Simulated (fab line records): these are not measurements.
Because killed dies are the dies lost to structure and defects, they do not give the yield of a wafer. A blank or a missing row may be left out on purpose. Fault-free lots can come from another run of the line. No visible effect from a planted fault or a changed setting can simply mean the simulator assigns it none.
fab line records ; flow n5Finfet
record: lots: 24; wafers: 72; lastDay: 18
route steps=1938 shown BEOL_M3@995 BEOL_M4@1024
lots with no fault: from the same line, run without faults
startH: the number of hours between the record's first day and the start of the first shown wafer of the lot ; waitH: hours from the lot's prior step to this one ; " same as the row above ; L1.1+2: a row that stands for several wafers ; - no value present, or no start provided ; * or withheld: withheld ; < > ~ a bound
route shown NAME@n: names a module that has steps shown in the file, with the first one's number in the route ; usual: the fault-free wafers' mean and standard deviation ; same: alike in all rows ; chamber/n: place in a boat ; sites: each site's reading ; _std_site: standard deviation of those values ; _edge_site: the outer-site mean with the inner-site mean subtracted ; radiusMm: for every site, how far away it sits from the centre of the wafer ; mask NAME#n: copy n ; behind: the tool/chamber that last shaped the wafer ; hold: what put the lot on hold/how long, in hours/how the hold closed ; device: which transistor (n, p or np) failed to switch ; end of line: tests of these same wafers at the route's end ; where a step has no rows: the recipe by itself ; killed: the dies lost at the first sort to structure and to defects; this is not the yield of the wafer ; map: a wafer's dies, x killed, . not, _ none there
set.NAME: the run value of the setting; set.NAME@STEP: its run value at that earlier step ; model.NAME: the simulator's own value behind a step, which no gauge read
steps of the route over a sample of lots; a table a step, a row a wafer
== steps ==
step: N5_BEOL_M3_ANNEAL_49
recipe: tempC: 400; timeS: 240; ambient: vacuum
usual: heaterPowerW: 838/110
lot.wafer;tool;chamber;startH;waitH;heaterPowerW
L074.3;pvdSputter-01;-;146.53;0.0;691
L074.4;pvdSputter-01;-;146.53;0.0;706
L074.5;pvdSputter-01;-;146.53;0.0;807
L075.2;pvdSputter-03;-;155.63;0.0;726
L075.5;pvdSputter-03;-;155.63;0.0;746
L075.6;pvdSputter-03;-;155.63;0.0;879
L076.4;pvdSputter-02;-;160.41;0.0;1084
L076.5;pvdSputter-02;-;160.41;0.0;1045
L076.6;pvdSputter-02;-;160.41;0.0;835
L077.2;pvdSputter-01;-;160.90;0.0;728
L077.3;pvdSputter-01;-;160.90;0.0;667
L077.4;pvdSputter-01;-;160.90;0.0;959
L079.4;pvdSputter-01;-;170.37;0.1;666
L079.5;pvdSputter-01;-;170.37;0.1;970
L079.6;pvdSputter-01;-;170.37;0.1;716
L078.2;pvdSputter-02;-;172.23;0.0;863
L078.4;pvdSputter-02;-;172.23;0.0;1084
L078.6;pvdSputter-02;-;172.23;0.0;868
L080.2;pvdSputter-03;-;187.46;0.0;776
L080.5;pvdSputter-03;-;187.46;0.0;869
L080.6;pvdSputter-03;-;187.46;0.0;768
L081.2;pvdSputter-01;-;205.18;0.0;693
L081.3;pvdSputter-01;-;205.18;0.0;952
L081.5;pvdSputter-01;-;205.18;0.0;977
L082.2;pvdSputter-03;-;213.42;0.0;715
L082.4;pvdSputter-03;-;213.42;0.0;878
L082.5;pvdSputter-03;-;213.42;0.0;865
L083.2;pvdSputter-01;-;215.08;0.0;685
L083.3;pvdSputter-01;-;215.08;0.0;967
L083.6;pvdSputter-01;-;215.08;0.0;819
L084.1;pvdSputter-03;-;229.60;0.0;729
L084.5;pvdSputter-03;-;229.60;0.0;868
L084.6;pvdSputter-03;-;229.60;0.0;891
L085.3;pvdSputter-02;-;229.79;0.0;892
L085.4;pvdSputter-02;-;229.79;0.0;825
L085.5;pvdSputter-02;-;229.79;0.0;1092
L086.2;pvdSputter-03;-;231.44;0.0;874
L086.3;pvdSputter-03;-;231.44;0.0;869
L086.5;pvdSputter-03;-;231.44;0.0;783
L087.3;pvdSputter-03;-;233.66;0.0;878
L087.5;pvdSputter-03;-;233.66;0.0;888
L087.6;pvdSputter-03;-;233.66;0.0;764
L088.1;pvdSputter-01;-;237.59;0.0;663
L088.2;pvdSputter-01;-;237.59;0.0;716
L088.3;pvdSputter-01;-;237.59;0.0;969
L089.1;pvdSputter-01;-;246.27;0.0;725
L089.3;pvdSputter-01;-;246.27;0.0;800
L089.6;pvdSputter-01;-;246.27;0.0;697
L091.1;pvdSputter-03;-;257.02;0.0;733
L091.3;pvdSputter-03;-;257.02;0.0;882
L091.4;pvdSputter-03;-;257.02;0.0;879
L090.2;pvdSputter-01;-;260.45;0.0;699
L090.3;pvdSputter-01;-;260.45;0.0;956
L090.6;pvdSputter-01;-;260.45;0.0;817
L092.1;pvdSputter-01;-;268.61;0.0;968
L092.3;pvdSputter-01;-;268.61;0.0;715
L092.6;pvdSputter-01;-;268.61;0.0;702
L093.1;pvdSputter-02;-;275.41;0.0;879
L093.3;pvdSputter-02;-;275.41;0.0;812
L093.6;pvdSputter-02;-;275.41;0.0;861
L094.2;pvdSputter-03;-;279.15;0.0;865
L094.3;pvdSputter-03;-;279.15;0.0;785
L094.6;pvdSputter-03;-;279.15;0.0;773
L095.1;pvdSputter-02;-;293.75;0.0;1060
L095.2;pvdSputter-02;-;293.75;0.0;834
L095.5;pvdSputter-02;-;293.75;0.0;1077
L096.1;pvdSputter-03;-;295.62;0.0;763
L096.3;pvdSputter-03;-;295.62;0.0;881
L096.4;pvdSputter-03;-;295.62;0.0;888
L097.1;pvdSputter-03;-;299.20;0.0;783
L097.2;pvdSputter-03;-;299.20;0.0;894
L097.5;pvdSputter-03;-;299.20;0.0;897
step: N5_BEOL_M3_SPUTTER_92
recipe: material: Cu; targetThkA: 45; tempC: -20; chamberPressurePa: 0.07; powerW: withheld; timeS: 8.29
usual: throttleValvePct: 29.7/1.1
lot.wafer;tool;chamber;startH;waitH;throttleValvePct
L074.3;pvdSputter-01;-;147.77;0.1;29.6
L074.4;pvdSputter-01;-;147.77;0.1;30.7
L074.5;pvdSputter-01;-;147.77;0.1;28.2
L075.2;pvdSputter-03;-;156.87;0.1;30.3
L075.5;pvdSputter-03;-;156.87;0.1;30.3
L075.6;pvdSputter-03;-;156.87;0.1;28.5
L076.4;pvdSputter-02;-;161.65;0.1;29.8
L076.5;pvdSputter-02;-;161.65;0.1;30.9
L076.6;pvdSputter-02;-;161.65;0.1;30.9
L077.2;pvdSputter-01;-;162.14;0.1;30.8
L077.3;pvdSputter-01;-;162.14;0.1;29.3
L077.4;pvdSputter-01;-;162.14;0.1;30.6
L079.4;pvdSputter-01;-;171.58;0.0;29.3
L079.5;pvdSputter-01;-;171.58;0.0;30.7
L079.6;pvdSputter-01;-;171.58;0.0;30.5
L078.2;pvdSputter-02;-;173.47;0.1;30.7
L078.4;pvdSputter-02;-;173.47;0.1;29.7
L078.6;pvdSputter-02;-;173.47;0.1;30.8
L080.2;pvdSputter-03;-;188.70;0.1;27.6
L080.5;pvdSputter-03;-;188.70;0.1;30.0
L080.6;pvdSputter-03;-;188.70;0.1;27.3
L081.2;pvdSputter-01;-;206.42;0.1;29.4
L081.3;pvdSputter-01;-;206.42;0.1;30.8
L081.5;pvdSputter-01;-;206.42;0.1;30.8
L082.2;pvdSputter-03;-;214.76;0.1;30.2
L082.4;pvdSputter-03;-;214.76;0.1;28.6
L082.5;pvdSputter-03;-;214.76;0.1;30.2
L083.2;pvdSputter-01;-;216.32;0.1;29.4
L083.3;pvdSputter-01;-;216.32;0.1;30.6
L083.6;pvdSputter-01;-;216.32;0.1;28.1
L084.1;pvdSputter-03;-;230.84;0.1;29.9
L084.5;pvdSputter-03;-;230.84;0.1;28.9
L084.6;pvdSputter-03;-;230.84;0.1;30.2
L085.3;pvdSputter-02;-;231.03;0.1;30.4
L085.4;pvdSputter-02;-;231.03;0.1;30.8
L085.5;pvdSputter-02;-;231.03;0.1;29.9
L086.2;pvdSputter-03;-;232.68;0.1;29.0
L086.3;pvdSputter-03;-;232.68;0.1;30.2
L086.5;pvdSputter-03;-;232.68;0.1;27.3
L087.3;pvdSputter-03;-;234.90;0.1;28.8
L087.5;pvdSputter-03;-;234.90;0.1;30.3
L087.6;pvdSputter-03;-;234.90;0.1;27.8
L088.1;pvdSputter-01;-;238.83;0.1;29.2
L088.2;pvdSputter-01;-;238.83;0.1;30.4
L088.3;pvdSputter-01;-;238.83;0.1;30.7
L089.1;pvdSputter-01;-;247.51;0.1;30.7
L089.3;pvdSputter-01;-;247.51;0.1;28.0
L089.6;pvdSputter-01;-;247.51;0.1;29.5
L091.1;pvdSputter-03;-;258.26;0.1;30.2
L091.3;pvdSputter-03;-;258.26;0.1;28.9
L091.4;pvdSputter-03;-;258.26;0.1;30.0
L090.2;pvdSputter-01;-;261.69;0.1;30.8
L090.3;pvdSputter-01;-;261.69;0.1;30.7
L090.6;pvdSputter-01;-;261.69;0.1;28.2
L092.1;pvdSputter-01;-;269.85;0.1;30.7
L092.3;pvdSputter-01;-;269.85;0.1;30.5
L092.6;pvdSputter-01;-;269.85;0.1;30.7
L093.1;pvdSputter-02;-;276.65;0.1;30.5
L093.3;pvdSputter-02;-;276.65;0.1;31.0
L093.6;pvdSputter-02;-;276.65;0.1;31.0
L094.2;pvdSputter-03;-;280.39;0.1;28.5
L094.3;pvdSputter-03;-;280.39;0.1;27.3
L094.6;pvdSputter-03;-;280.39;0.1;27.4
L095.1;pvdSputter-02;-;294.99;0.1;30.0
L095.2;pvdSputter-02;-;294.99;0.1;30.7
L095.5;pvdSputter-02;-;294.99;0.1;30.0
L096.1;pvdSputter-03;-;296.86;0.1;27.1
L096.3;pvdSputter-03;-;296.86;0.1;30.3
L096.4;pvdSputter-03;-;296.86;0.1;28.7
L097.1;pvdSputter-03;-;300.44;0.1;27.5
L097.2;pvdSputter-03;-;300.44;0.1;28.7
L097.5;pvdSputter-03;-;300.44;0.1;28.9
step: N5_BEOL_M3_SPUTTER_94
recipe: material: Cu; targetThkA: 45; tempC: -20; chamberPressurePa: 0.07; powerW: withheld; timeS: 8.29
usual: throttleValvePct: 29.7/1.2
lot.wafer;tool;chamber;startH;waitH;throttleValvePct
L074.3;pvdSputter-01;-;147.99;0.1;29.5
L074.4;pvdSputter-01;-;147.99;0.1;30.7
L074.5;pvdSputter-01;-;147.99;0.1;28.4
L075.2;pvdSputter-03;-;157.09;0.1;30.3
L075.5;pvdSputter-03;-;157.09;0.1;30.6
L075.6;pvdSputter-03;-;157.09;0.1;28.8
L076.4;pvdSputter-02;-;161.87;0.1;29.9
L076.5;pvdSputter-02;-;161.87;0.1;30.9
L076.6;pvdSputter-02;-;161.87;0.1;31.1
L077.2;pvdSputter-01;-;162.36;0.1;30.5
L077.3;pvdSputter-01;-;162.36;0.1;29.5
L077.4;pvdSputter-01;-;162.36;0.1;30.7
L079.4;pvdSputter-01;-;171.80;0.0;29.4
L079.5;pvdSputter-01;-;171.80;0.0;30.3
L079.6;pvdSputter-01;-;171.80;0.0;30.4
L078.2;pvdSputter-02;-;173.69;0.1;30.7
L078.4;pvdSputter-02;-;173.69;0.1;29.7
L078.6;pvdSputter-02;-;173.69;0.1;30.6
L080.2;pvdSputter-03;-;188.92;0.1;27.6
L080.5;pvdSputter-03;-;188.92;0.1;30.3
L080.6;pvdSputter-03;-;188.92;0.1;27.4
L081.2;pvdSputter-01;-;206.64;0.1;29.3
L081.3;pvdSputter-01;-;206.64;0.1;30.4
L081.5;pvdSputter-01;-;206.64;0.1;30.6
L082.2;pvdSputter-03;-;215.00;0.1;30.3
L082.4;pvdSputter-03;-;215.00;0.1;29.0
L082.5;pvdSputter-03;-;215.00;0.1;30.3
L083.2;pvdSputter-01;-;216.54;0.1;29.7
L083.3;pvdSputter-01;-;216.54;0.1;30.6
L083.6;pvdSputter-01;-;216.54;0.1;28.2
L084.1;pvdSputter-03;-;231.06;0.1;30.5
L084.5;pvdSputter-03;-;231.06;0.1;28.8
L084.6;pvdSputter-03;-;231.06;0.1;30.2
L085.3;pvdSputter-02;-;231.25;0.1;30.5
L085.4;pvdSputter-02;-;231.25;0.1;31.0
L085.5;pvdSputter-02;-;231.25;0.1;29.7
L086.2;pvdSputter-03;-;232.90;0.1;28.7
L086.3;pvdSputter-03;-;232.90;0.1;30.3
L086.5;pvdSputter-03;-;232.90;0.1;27.3
L087.3;pvdSputter-03;-;235.12;0.1;29.0
L087.5;pvdSputter-03;-;235.12;0.1;30.2
L087.6;pvdSputter-03;-;235.12;0.1;27.4
L088.1;pvdSputter-01;-;239.05;0.1;29.3
L088.2;pvdSputter-01;-;239.05;0.1;30.5
L088.3;pvdSputter-01;-;239.05;0.1;30.5
L089.1;pvdSputter-01;-;247.73;0.1;30.5
L089.3;pvdSputter-01;-;247.73;0.1;28.1
L089.6;pvdSputter-01;-;247.73;0.1;29.6
L091.1;pvdSputter-03;-;258.48;0.1;30.3
L091.3;pvdSputter-03;-;258.48;0.1;28.6
L091.4;pvdSputter-03;-;258.48;0.1;30.2
L090.2;pvdSputter-01;-;261.91;0.1;30.6
L090.3;pvdSputter-01;-;261.91;0.1;30.7
L090.6;pvdSputter-01;-;261.91;0.1;28.2
L092.1;pvdSputter-01;-;270.07;0.1;30.8
L092.3;pvdSputter-01;-;270.07;0.1;30.8
L092.6;pvdSputter-01;-;270.07;0.1;30.7
L093.1;pvdSputter-02;-;276.87;0.1;30.6
L093.3;pvdSputter-02;-;276.87;0.1;31.2
L093.6;pvdSputter-02;-;276.87;0.1;30.8
L094.2;pvdSputter-03;-;280.61;0.1;28.9
L094.3;pvdSputter-03;-;280.61;0.1;27.1
L094.6;pvdSputter-03;-;280.61;0.1;27.3
L095.1;pvdSputter-02;-;295.21;0.1;29.5
L095.2;pvdSputter-02;-;295.21;0.1;30.9
L095.5;pvdSputter-02;-;295.21;0.1;29.9
L096.1;pvdSputter-03;-;297.08;0.1;27.2
L096.3;pvdSputter-03;-;297.08;0.1;30.3
L096.4;pvdSputter-03;-;297.08;0.1;28.9
L097.1;pvdSputter-03;-;300.66;0.1;27.1
L097.2;pvdSputter-03;-;300.66;0.1;28.7
L097.5;pvdSputter-03;-;300.66;0.1;28.8
step: N5_BEOL_M3_ANNEAL_95
recipe: tempC: 400; timeS: 240; ambient: vacuum
usual: heaterPowerW: 837/120
lot.wafer;tool;chamber;startH;waitH;heaterPowerW
L074.3;pvdSputter-01;-;148.07;0.0;664
L074.4;pvdSputter-01;-;148.07;0.0;713
L074.5;pvdSputter-01;-;148.07;0.0;815
L075.2;pvdSputter-03;-;157.17;0.0;717
L075.5;pvdSputter-03;-;157.17;0.0;734
L075.6;pvdSputter-03;-;157.17;0.0;901
L076.4;pvdSputter-02;-;161.95;0.0;1102
L076.5;pvdSputter-02;-;161.95;0.0;1069
L076.6;pvdSputter-02;-;161.95;0.0;853
L077.2;pvdSputter-01;-;162.44;0.0;693
L077.3;pvdSputter-01;-;162.44;0.0;677
L077.4;pvdSputter-01;-;162.44;0.0;952
L079.4;pvdSputter-01;-;171.91;0.1;675
L079.5;pvdSputter-01;-;171.91;0.1;963
L079.6;pvdSputter-01;-;171.91;0.1;699
L078.2;pvdSputter-02;-;173.77;0.0;901
L078.4;pvdSputter-02;-;173.77;0.0;1095
L078.6;pvdSputter-02;-;173.77;0.0;879
L080.2;pvdSputter-03;-;189.00;0.0;757
L080.5;pvdSputter-03;-;189.00;0.0;893
L080.6;pvdSputter-03;-;189.00;0.0;808
L081.2;pvdSputter-01;-;206.72;0.0;676
L081.3;pvdSputter-01;-;206.72;0.0;938
L081.5;pvdSputter-01;-;206.72;0.0;966
L082.2;pvdSputter-03;-;215.08;0.0;741
L082.4;pvdSputter-03;-;215.08;0.0;890
L082.5;pvdSputter-03;-;215.08;0.0;855
L083.2;pvdSputter-01;-;216.62;0.0;667
L083.3;pvdSputter-01;-;216.62;0.0;952
L083.6;pvdSputter-01;-;216.62;0.0;800
L084.1;pvdSputter-03;-;231.14;0.0;724
L084.5;pvdSputter-03;-;231.14;0.0;879
L084.6;pvdSputter-03;-;231.14;0.0;887
L085.3;pvdSputter-02;-;231.33;0.0;876
L085.4;pvdSputter-02;-;231.33;0.0;837
L085.5;pvdSputter-02;-;231.33;0.0;1052
L086.2;pvdSputter-03;-;232.98;0.0;867
L086.3;pvdSputter-03;-;232.98;0.0;880
L086.5;pvdSputter-03;-;232.98;0.0;759
L087.3;pvdSputter-03;-;235.20;0.0;891
L087.5;pvdSputter-03;-;235.20;0.0;891
L087.6;pvdSputter-03;-;235.20;0.0;759
L088.1;pvdSputter-01;-;239.13;0.0;676
L088.2;pvdSputter-01;-;239.13;0.0;709
L088.3;pvdSputter-01;-;239.13;0.0;967
L089.1;pvdSputter-01;-;247.81;0.0;690
L089.3;pvdSputter-01;-;247.81;0.0;816
L089.6;pvdSputter-01;-;247.81;0.0;688
L091.1;pvdSputter-03;-;258.56;0.0;712
L091.3;pvdSputter-03;-;258.56;0.0;892
L091.4;pvdSputter-03;-;258.56;0.0;882
L090.2;pvdSputter-01;-;261.99;0.0;695
L090.3;pvdSputter-01;-;261.99;0.0;968
L090.6;pvdSputter-01;-;261.99;0.0;786
L092.1;pvdSputter-01;-;270.15;0.0;978
L092.3;pvdSputter-01;-;270.15;0.0;705
L092.6;pvdSputter-01;-;270.15;0.0;712
L093.1;pvdSputter-02;-;276.95;0.0;895
L093.3;pvdSputter-02;-;276.95;0.0;851
L093.6;pvdSputter-02;-;276.95;0.0;852
L094.2;pvdSputter-03;-;280.69;0.0;871
L094.3;pvdSputter-03;-;280.69;0.0;795
L094.6;pvdSputter-03;-;280.69;0.0;757
L095.1;pvdSputter-02;-;295.29;0.0;1068
L095.2;pvdSputter-02;-;295.29;0.0;855
L095.5;pvdSputter-02;-;295.29;0.0;1071
L096.1;pvdSputter-03;-;297.16;0.0;752
L096.3;pvdSputter-03;-;297.16;0.0;862
L096.4;pvdSputter-03;-;297.16;0.0;869
L097.1;pvdSputter-03;-;300.74;0.0;754
L097.2;pvdSputter-03;-;300.74;0.0;882
L097.5;pvdSputter-03;-;300.74;0.0;876
step: N5_BEOL_M3_INSPECT_59
recipe: inspectInstrument: darkfield; mode: postDep
usual: rawDefectCount: 68/21
lot.wafer;tool;chamber;startH;waitH;rawDefectCount
L074.3;defectInspect-01;-;149.32;0.0;68
L074.4;defectInspect-01;-;149.32;0.0;98
L074.5;defectInspect-01;-;149.32;0.0;61
L075.2;defectInspect-01;-;158.41;0.0;39
L075.5;defectInspect-01;-;158.41;0.0;49
L075.6;defectInspect-01;-;158.41;0.0;55
L076.4;defectInspect-02;-;163.37;0.0;71
L076.5;defectInspect-02;-;163.37;0.0;79
L076.6;defectInspect-02;-;163.37;0.0;85
L077.2;defectInspect-01;-;163.68;0.0;66
L077.3;defectInspect-01;-;163.68;0.0;51
L077.4;defectInspect-01;-;163.68;0.0;50
L079.4;defectInspect-01;-;173.26;0.0;53
L079.5;defectInspect-01;-;173.26;0.0;28
L079.6;defectInspect-01;-;173.26;0.0;39
L078.2;defectInspect-01;-;175.00;0.0;74
L078.4;defectInspect-01;-;175.00;0.0;56
L078.6;defectInspect-01;-;175.00;0.0;71
L080.2;defectInspect-01;-;190.22;0.0;66
L080.5;defectInspect-01;-;190.22;0.0;66
L080.6;defectInspect-01;-;190.22;0.0;110
L081.2;defectInspect-01;-;207.94;0.0;102
L081.3;defectInspect-01;-;207.94;0.0;110
L081.5;defectInspect-01;-;207.94;0.0;98
L082.2;defectInspect-02;-;216.64;0.0;81
L082.4;defectInspect-02;-;216.64;0.0;73
L082.5;defectInspect-02;-;216.64;0.0;53
L083.2;defectInspect-02;-;218.21;0.0;47
L083.3;defectInspect-02;-;218.21;0.0;68
L083.6;defectInspect-02;-;218.21;0.0;86
L084.1;defectInspect-01;-;232.35;0.0;85
L084.5;defectInspect-01;-;232.35;0.0;93
L084.6;defectInspect-01;-;232.35;0.0;107
L085.3;defectInspect-01;-;232.63;0.0;36
L085.4;defectInspect-01;-;232.63;0.0;45
L085.5;defectInspect-01;-;232.63;0.0;32
L086.2;defectInspect-01;-;234.22;0.0;61
L086.3;defectInspect-01;-;234.22;0.0;51
L086.5;defectInspect-01;-;234.22;0.0;78
L087.3;defectInspect-01;-;236.61;0.0;85
L087.5;defectInspect-01;-;236.61;0.0;79
L087.6;defectInspect-01;-;236.61;0.0;90
L088.1;defectInspect-01;-;240.35;0.0;82
L088.2;defectInspect-01;-;240.35;0.0;60
L088.3;defectInspect-01;-;240.35;0.0;55
L089.1;defectInspect-02;-;249.03;0.0;91
L089.3;defectInspect-02;-;249.03;0.0;93
L089.6;defectInspect-02;-;249.03;0.0;96
L091.1;defectInspect-01;-;259.77;0.0;68
L091.3;defectInspect-01;-;259.77;0.0;60
L091.4;defectInspect-01;-;259.77;0.0;48
L090.2;defectInspect-01;-;263.32;0.0;60
L090.3;defectInspect-01;-;263.32;0.0;84
L090.6;defectInspect-01;-;263.32;0.0;66
L092.1;defectInspect-02;-;271.38;0.0;57
L092.3;defectInspect-02;-;271.38;0.0;58
L092.6;defectInspect-02;-;271.38;0.0;37
L093.1;defectInspect-02;-;278.24;0.0;67
L093.3;defectInspect-02;-;278.24;0.0;70
L093.6;defectInspect-02;-;278.24;0.0;56
L094.2;defectInspect-01;-;281.91;0.0;48
L094.3;defectInspect-01;-;281.91;0.0;47
L094.6;defectInspect-01;-;281.91;0.0;46
L095.1;defectInspect-01;-;296.50;0.0;79
L095.2;defectInspect-01;-;296.50;0.0;83
L095.5;defectInspect-01;-;296.50;0.0;104
L096.1;defectInspect-01;-;298.38;0.0;58
L096.3;defectInspect-01;-;298.38;0.0;44
L096.4;defectInspect-01;-;298.38;0.0;37
L097.1;defectInspect-02;-;301.95;0.0;63
L097.2;defectInspect-02;-;301.95;0.0;72
L097.5;defectInspect-02;-;301.95;0.0;52
step: N5_BEOL_M4_HM_DEP_02
recipe: material: TiN; targetThkA: 200; tempC: 25; chamberPressurePa: 0.49996
usual: throttleValvePct: 29.8/1.1
lot.wafer;tool;chamber;startH;waitH;throttleValvePct
L074.3;pvdSputter-02;-;149.56;0.1;30.7
L074.4;pvdSputter-02;-;149.56;0.1;30.5
L074.5;pvdSputter-02;-;149.56;0.1;29.7
L075.2;pvdSputter-02;-;159.51;0.9;31.0
L075.5;pvdSputter-02;-;159.51;0.9;31.0
L075.6;pvdSputter-02;-;159.51;0.9;31.0
L076.4;pvdSputter-02;-;167.23;3.7;30.8
L076.5;pvdSputter-02;-;167.23;3.7;30.8
L076.6;pvdSputter-02;-;167.23;3.7;30.9
L077.2;pvdSputter-02;-;167.51;3.7;29.8
L077.3;pvdSputter-02;-;167.51;3.7;31.0
L077.4;pvdSputter-02;-;167.51;3.7;30.9
L079.4;pvdSputter-02;-;174.31;0.9;30.8
L079.5;pvdSputter-02;-;174.31;0.9;30.6
L079.6;pvdSputter-02;-;174.31;0.9;29.9
L078.2;pvdSputter-02;-;176.95;1.8;30.7
L078.4;pvdSputter-02;-;176.95;1.8;31.0
L078.6;pvdSputter-02;-;176.95;1.8;30.2
L080.2;pvdSputter-03;-;190.42;0.0;28.7
L080.5;pvdSputter-03;-;190.42;0.0;27.0
L080.6;pvdSputter-03;-;190.42;0.0;30.2
L081.2;pvdSputter-03;-;208.27;0.2;28.8
L081.3;pvdSputter-03;-;208.27;0.2;27.6
L081.5;pvdSputter-03;-;208.27;0.2;28.8
L082.2;pvdSputter-01;-;217.76;1.0;30.8
L082.4;pvdSputter-01;-;217.76;1.0;30.3
L082.5;pvdSputter-01;-;217.76;1.0;30.5
L083.2;pvdSputter-01;-;218.78;0.4;30.8
L083.3;pvdSputter-01;-;218.78;0.4;30.8
L083.6;pvdSputter-01;-;218.78;0.4;28.4
L084.1;pvdSputter-01;-;232.69;0.2;30.7
L084.5;pvdSputter-01;-;232.69;0.2;30.8
L084.6;pvdSputter-01;-;232.69;0.2;30.6
L085.3;pvdSputter-03;-;233.20;0.4;27.1
L085.4;pvdSputter-03;-;233.20;0.4;30.1
L085.5;pvdSputter-03;-;233.20;0.4;27.2
L086.2;pvdSputter-03;-;235.70;1.3;27.3
L086.3;pvdSputter-03;-;235.70;1.3;30.6
L086.5;pvdSputter-03;-;235.70;1.3;28.9
L087.3;pvdSputter-02;-;237.05;0.3;30.9
L087.5;pvdSputter-02;-;237.05;0.3;31.0
L087.6;pvdSputter-02;-;237.05;0.3;30.9
L088.1;pvdSputter-02;-;241.15;0.6;30.7
L088.2;pvdSputter-02;-;241.15;0.6;30.9
L088.3;pvdSputter-02;-;241.15;0.6;29.8
L089.1;pvdSputter-03;-;250.68;1.5;30.2
L089.3;pvdSputter-03;-;250.68;1.5;27.4
L089.6;pvdSputter-03;-;250.68;1.5;28.9
L091.1;pvdSputter-03;-;260.58;0.6;27.4
L091.3;pvdSputter-03;-;260.58;0.6;28.7
L091.4;pvdSputter-03;-;260.58;0.6;30.1
L090.2;pvdSputter-03;-;263.51;0.0;27.4
L090.3;pvdSputter-03;-;263.51;0.0;30.3
L090.6;pvdSputter-03;-;263.51;0.0;28.7
L092.1;pvdSputter-01;-;271.60;0.1;30.9
L092.3;pvdSputter-01;-;271.60;0.1;29.7
L092.6;pvdSputter-01;-;271.60;0.1;28.1
L093.1;pvdSputter-03;-;281.73;3.3;30.1
L093.3;pvdSputter-03;-;281.73;3.3;30.3
L093.6;pvdSputter-03;-;281.73;3.3;28.9
L094.2;pvdSputter-02;-;282.80;0.7;31.0
L094.3;pvdSputter-02;-;282.80;0.7;31.1
L094.6;pvdSputter-02;-;282.80;0.7;30.8
L095.1;pvdSputter-03;-;297.70;1.0;30.3
L095.2;pvdSputter-03;-;297.70;1.0;30.3
L095.5;pvdSputter-03;-;297.70;1.0;27.3
L096.1;pvdSputter-03;-;298.58;0.0;27.1
L096.3;pvdSputter-03;-;298.58;0.0;30.2
L096.4;pvdSputter-03;-;298.58;0.0;30.3
L097.1;pvdSputter-03;-;303.02;0.9;27.4
L097.2;pvdSputter-03;-;303.02;0.9;29.0
L097.5;pvdSputter-03;-;303.02;0.9;30.0
== key ==
fault none
